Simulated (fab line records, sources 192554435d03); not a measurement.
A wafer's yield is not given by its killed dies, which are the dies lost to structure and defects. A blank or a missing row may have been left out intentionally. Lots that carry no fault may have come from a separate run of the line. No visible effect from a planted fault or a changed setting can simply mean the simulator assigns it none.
Which tool is to blame? | flow n5-finfet | 9 lots with 27 wafers sampled at 5 steps, on a route of 1938 steps

## WHAT THE GAUGES READ, wafer by wafer
No reading from a measuring or inspecting step in the record can be judged against a usual standard deviation.

## WHICH TOOL RAN EACH LOT (tool, then ch and the chambers of the sampled wafers, then the start)
lot  | N5_BEOL_M6_ETCH_61                 | N5_BEOL_M6_ETCH_72                 | N5_BEOL_M6_ETCH_66                 | N5_BEOL_M6_ETCH_41                            | N5_PASSIVATION_PROBE_49
L405 | rie-diel-05 ch 0,3, day 8 16:32    | rie-diel-03 ch 0,1,3, day 8 18:37  | rie-diel-03 ch 0,1,3, day 8 18:39  | rie-diel-03 ch 0,1,3, day 12 10:30 or earlier | prober-01, day 12 10:30
L409 | rie-diel-03 ch 0,2,3, day 9 13:14  | rie-diel-05 ch 0,1,2, day 9 14:44  | rie-diel-05 ch 0,1,2, day 9 14:46  | rie-diel-05 ch 0,1,2, day 13 00:14 or earlier | prober-02, day 13 00:14
L412 | rie-diel-05 ch 0,1, day 10 11:07   | rie-diel-03 ch 0,2, day 10 14:10   | rie-diel-03 ch 0,2, day 10 14:12   | rie-diel-03 ch 0,2, day 13 23:16 or earlier   | prober-01, day 13 23:16
L415 | rie-diel-04 ch 0,1,3, day 10 18:28 | rie-diel-04 ch 0,1, day 10 20:57   | rie-diel-04 ch 0,1, day 10 21:00   | rie-diel-04 ch 0,1, day 14 07:12 or earlier   | prober-01, day 14 07:12
L417 | rie-diel-03 ch 1,2,3, day 11 20:03 | rie-diel-03 ch 0,2,3, day 11 21:53 | rie-diel-03 ch 0,2,3, day 11 21:56 | rie-diel-03 ch 0,2,3, day 15 08:25 or earlier | prober-02, day 15 08:25
L419 | rie-diel-05 ch 1,2, day 11 23:29   | rie-diel-04 ch 0,1,2, day 12 02:35 | rie-diel-04 ch 0,1,2, day 12 02:38 | rie-diel-04 ch 0,1,2, day 15 12:02 or earlier | prober-02, day 15 12:02
L420 | rie-diel-03 ch 0,3, day 12 17:10   | rie-diel-03 ch 0,1,2, day 12 18:22 | rie-diel-03 ch 0,1,2, day 12 18:24 | rie-diel-03 ch 0,1,2, day 16 00:05 or earlier | prober-02, day 16 00:05
L426 | rie-diel-05 ch 0,1, day 13 20:47   | rie-diel-05 ch 1,2, day 13 23:08   | rie-diel-05 ch 1,2, day 13 23:10   | rie-diel-05 ch 1,2, day 17 14:26 or earlier   | prober-01, day 17 14:26
L427 | rie-diel-03 ch 0,1,2, day 13 22:17 | rie-diel-04 ch 2,3, day 13 23:13   | rie-diel-04 ch 2,3, day 13 23:16   | rie-diel-04 ch 2,3, day 17 14:28 or earlier   | prober-02, day 17 14:28
- N5_BEOL_M6_ETCH_61: etches SiARC in CF4, target depth 45.5 nm, time 75.8 s.
- N5_BEOL_M6_ETCH_72: etches underlayer in N2/H2, target depth 6.5 nm, time 5.2 s.
- N5_BEOL_M6_ETCH_66: etches SOC in N2/H2, target depth 80 nm, overetch 16 nm, time 120 s.
- N5_BEOL_M6_ETCH_41: etches SiCN in CH3F/O2, target depth 29.7 nm, time 52 s.
- N5_PASSIVATION_PROBE_49

## AS READ BY THE TOOLS THEMSELVES (means over the sampled wafers that have a number; for cases with no such wafer, the mark the record gives instead)
N5_BEOL_M6_ETCH_61. Usual: bias-w 36.01 W, standard deviation 0.11; drypump-motor-current-A 5.8 A, standard deviation 0.47; etch-rf-on-time-s 75.8 s, standard deviation 2; oes-product-au 0.68 a.u., standard deviation 0.067; rf-vpp-V 183.9 V, standard deviation 1.1; showerhead-plenum-p-Torr 2.13 Torr, standard deviation 0.054; throttle-valve-pct 15.56 %, standard deviation 0.23.
lot  | tool        | bias-w (W) | drypump-motor-current-A (A) | etch-rf-on-time-s (s) | oes-product-au (a.u.) | rf-vpp-V (V) | showerhead-plenum-p-Torr (Torr) | throttle-valve-pct (%) | flag
L405 | rie-diel-05 | 36.00      | 5.6                         | 74.6                  | 0.66                  | 185.1        | 2.19                            | 15.58                  |
L409 | rie-diel-03 | 35.98      | 6.2                         | 74.5                  | 0.68                  | 182.9        | 2.10                            | 15.57                  |
L412 | rie-diel-05 | 35.95      | 5.7                         | 77.8                  | 0.73                  | 184.0        | 2.13                            | 15.43                  |
L415 | rie-diel-04 | 36.12      | 6.0                         | 75.6                  | 0.70                  | 185.4        | 2.18                            | 15.78                  |
L417 | rie-diel-03 | 36.00      | 6.0                         | 74.8                  | 0.62                  | 183.5        | 2.10                            | 15.68                  |
L419 | rie-diel-05 | 36.02      | 5.4                         | 79.1                  | 0.67                  | 182.7        | 2.08                            | 15.44                  |
L420 | rie-diel-03 | 36.02      | 6.0                         | 74.6                  | 0.66                  | 182.5        | 2.09                            | 15.65                  |
L426 | rie-diel-05 | 35.93      | 5.7                         | 78.6                  | 0.70                  | 183.2        | 2.12                            | 15.49                  |
L427 | rie-diel-03 | 35.98      | 5.8                         | 75.3                  | 0.72                  | 183.7        | 2.09                            | 15.45                  |

N5_BEOL_M6_ETCH_72. Usual: bias-w 150.0 W, standard deviation 0.44; drypump-motor-current-A 5.9 A, standard deviation 0.43; etch-rf-on-time-s 5.19 s, standard deviation 0.13; oes-product-au 0.70 a.u., standard deviation 0.072; rf-vpp-V 524.1 V, standard deviation 2.6; showerhead-plenum-p-Torr 2.55 Torr, standard deviation 0.093; throttle-valve-pct 17.80 %, standard deviation 0.26.
lot  | tool        | bias-w (W) | drypump-motor-current-A (A) | etch-rf-on-time-s (s) | oes-product-au (a.u.) | rf-vpp-V (V) | showerhead-plenum-p-Torr (Torr) | throttle-valve-pct (%) | flag
L405 | rie-diel-03 | 150.4      | 5.8                         | 5.12                  | 0.65                  | 525.2        | 2.50                            | 17.89                  |
L409 | rie-diel-05 | 150.3      | 5.5                         | 5.36                  | 0.71                  | 523.8        | 2.50                            | 17.51                  |
L412 | rie-diel-03 | 149.9      | 6.3                         | 5.14                  | 0.70                  | 523.1        | 2.47                            | 17.82                  |
L415 | rie-diel-04 | 149.9      | 6.2                         | 5.17                  | 0.75                  | 525.9        | 2.62                            | 18.00                  |
L417 | rie-diel-03 | 150.0      | 6.2                         | 5.17                  | 0.66                  | 522.0        | 2.48                            | 17.93                  |
L419 | rie-diel-04 | 149.9      | 6.0                         | 5.12                  | 0.76                  | 526.5        | 2.62                            | 17.76                  |
L420 | rie-diel-03 | 150.0      | 5.9                         | 5.11                  | 0.74                  | 521.9        | 2.48                            | 17.72                  |
L426 | rie-diel-05 | 149.9      | 5.4                         | 5.49                  | 0.65                  | 520.8        | 2.45                            | 17.60                  |
L427 | rie-diel-04 | 150.0      | 5.9                         | 5.16                  | 0.77                  | 527.8        | 2.67                            | 17.51                  |

N5_BEOL_M6_ETCH_66. Usual: bias-w 150.1 W, standard deviation 0.43; drypump-motor-current-A 5.9 A, standard deviation 0.43; oes-product-au 0.63 a.u., standard deviation 0.064; rf-vpp-V 524.1 V, standard deviation 2.4; showerhead-plenum-p-Torr 2.55 Torr, standard deviation 0.093; throttle-valve-pct 17.76 %, standard deviation 0.26.
lot  | tool        | bias-w (W) | drypump-motor-current-A (A) | oes-product-au (a.u.) | rf-vpp-V (V) | showerhead-plenum-p-Torr (Torr) | throttle-valve-pct (%) | flag
L405 | rie-diel-03 | 150.3      | 5.8                         | 0.58                  | 523.0        | 2.50                            | 17.84                  |
L409 | rie-diel-05 | 150.4      | 5.5                         | 0.65                  | 523.1        | 2.50                            | 17.45                  |
L412 | rie-diel-03 | 149.8      | 6.3                         | 0.63                  | 521.8        | 2.47                            | 17.77                  |
L415 | rie-diel-04 | 149.9      | 6.2                         | 0.67                  | 525.8        | 2.62                            | 17.94                  |
L417 | rie-diel-03 | 150.2      | 6.2                         | 0.59                  | 522.2        | 2.48                            | 17.87                  |
L419 | rie-diel-04 | 150.1      | 6.0                         | 0.68                  | 526.1        | 2.62                            | 17.72                  |
L420 | rie-diel-03 | 153.4      | 5.8                         | 0.66                  | 529.2        | 2.48                            | 17.67                  | OFF
L426 | rie-diel-05 | 150.2      | 5.4                         | 0.60                  | 521.5        | 2.45                            | 17.57                  |
L427 | rie-diel-04 | 150.4      | 5.9                         | 0.69                  | 526.8        | 2.67                            | 17.48                  |

N5_BEOL_M6_ETCH_41. Usual: bias-w 75.01 W, standard deviation 0.22; drypump-motor-current-A 5.9 A, standard deviation 0.43; oes-product-au 0.82 a.u., standard deviation 0.086; rf-vpp-V 297.4 V, standard deviation 1.6; showerhead-plenum-p-Torr 2.01 Torr, standard deviation 0.069; throttle-valve-pct 16.28 %, standard deviation 0.22.
lot  | tool        | bias-w (W) | drypump-motor-current-A (A) | oes-product-au (a.u.) | rf-vpp-V (V) | showerhead-plenum-p-Torr (Torr) | throttle-valve-pct (%) | flag
L405 | rie-diel-03 | 74.92      | 5.7                         | 0.76                  | 296.1        | 1.97                            | 16.40                  |
L409 | rie-diel-05 | 74.87      | 5.5                         | 0.83                  | 297.0        | 1.98                            | 16.05                  |
L412 | rie-diel-03 | 74.91      | 6.3                         | 0.83                  | 297.9        | 1.95                            | 16.21                  |
L415 | rie-diel-04 | 74.95      | 6.2                         | 0.88                  | 298.5        | 2.06                            | 16.38                  |
L417 | rie-diel-03 | 75.15      | 6.2                         | 0.78                  | 296.2        | 1.96                            | 16.34                  |
L419 | rie-diel-04 | 74.92      | 6.0                         | 0.90                  | 299.2        | 2.06                            | 16.24                  |
L420 | rie-diel-03 | 75.02      | 5.8                         | 0.87                  | 296.2        | 1.96                            | 16.20                  |
L426 | rie-diel-05 | 74.98      | 5.4                         | 0.77                  | 296.1        | 1.93                            | 16.15                  |
L427 | rie-diel-04 | 74.82      | 5.9                         | 0.93                  | 298.9        | 2.10                            | 16.06                  |

N5_PASSIVATION_PROBE_49. Usual: defect-limited-yield 91.4 %, standard deviation 1.6; killed_at_M0_to_M3 34, standard deviation 10; killed_at_M4_up 12, standard deviation 4.8; killed-at-contacts 11, standard deviation 6.2; killed-at-front-end 39, standard deviation 13; killed-at-other 4, standard deviation 3.1; killed-dies 101, standard deviation 19; killed-open 67, standard deviation 14; killed-short 32, standard deviation 8.3; sort_bin_5_function 5.0 %, standard deviation 1; sort_bin_6_memory 3.2 %, standard deviation 0.76; sort-n-pass 1079, standard deviation 19; sort-yield-pct 91.4 %, standard deviation 1.6.
lot  | tool      | defect-limited-yield (%) | killed_at_M0_to_M3 | killed_at_M4_up | killed-at-contacts | killed-at-front-end | killed-at-other | killed-dies | killed-open | killed-short | sort_bin_5_function (%) | sort_bin_6_memory (%) | sort-n-pass | sort-yield-pct (%) | flag
L405 | prober-01 | 89.8                     | 37                 | 18              | 12                 | 52                  | 1               | 120         | 74          | 44           | 5.7                     | 4.1                   | 1060        | 89.8               |
L409 | prober-02 | 90.7                     | 39                 | 9               | 11                 | 46                  | 4               | 110         | 74          | 35           | 5.5                     | 3.6                   | 1070        | 90.7               |
L412 | prober-01 | 90.9                     | 45                 | 11              | 7                  | 37                  | 7               | 107         | 59          | 46           | 5.4                     | 3.2                   | 1073        | 90.9               |
L415 | prober-01 | 93.0                     | 23                 | 12              | 11                 | 29                  | 7               | 82          | 54          | 26           | 4.0                     | 2.7                   | 1098        | 93.0               |
L417 | prober-02 | 92.3                     | 25                 | 14              | 3                  | 44                  | 4               | 91          | 53          | 32           | 4.4                     | 2.8                   | 1089        | 92.3               |
L419 | prober-02 | 90.7                     | 37                 | 6               | 19                 | 45                  | 2               | 110         | 77          | 31           | 5.6                     | 3.3                   | 1070        | 90.7               |
L420 | prober-02 | 92.4                     | 21                 | 14              | 8                  | 46                  | 1               | 90          | 60          | 28           | 4.2                     | 3.1                   | 1090        | 92.4               |
L426 | prober-01 | 92.2                     | 38                 | 10              | 10                 | 29                  | 5               | 92          | 59          | 31           | 4.6                     | 2.7                   | 1088        | 92.2               |
L427 | prober-02 | 93.5                     | 28                 | 10              | 9                  | 26                  | 3               | 77          | 48          | 28           | 3.9                     | 2.6                   | 1103        | 93.5               |

## THE ANSWER, worked out from the rows above alone
Rule: a lot counts as off when the mean over its wafers that have a number is more than 3 standard deviations away from the usual mean. A lot without any number at a reading at which 4 lots or more have one is off too. Where the step has rows for the other lots, those lots are counted as sound. Order of review: gauges by route order, followed by the tools' own readings, for which a lot's mean as printed above is used. At the first step where some lot is off, the reading lying furthest off is the one used; lots without a number count as furthest.
Off: L420, at N5_BEOL_M6_ETCH_66 (bias-w).
A tool fits if, at that step or a process step before it, it ran every lot that is off, and no sound lot after the first of them. One candidate fits, namely rie-diel-03 at N5_BEOL_M6_ETCH_72 and N5_BEOL_M6_ETCH_66. At N5_BEOL_M6_ETCH_72 its last sound lot is L417 (day 11 21:53), its first lot that is off L420 (day 12 18:22): a fault that began between those two fits.

## WHAT THE SIMULATOR HAD INSERTED
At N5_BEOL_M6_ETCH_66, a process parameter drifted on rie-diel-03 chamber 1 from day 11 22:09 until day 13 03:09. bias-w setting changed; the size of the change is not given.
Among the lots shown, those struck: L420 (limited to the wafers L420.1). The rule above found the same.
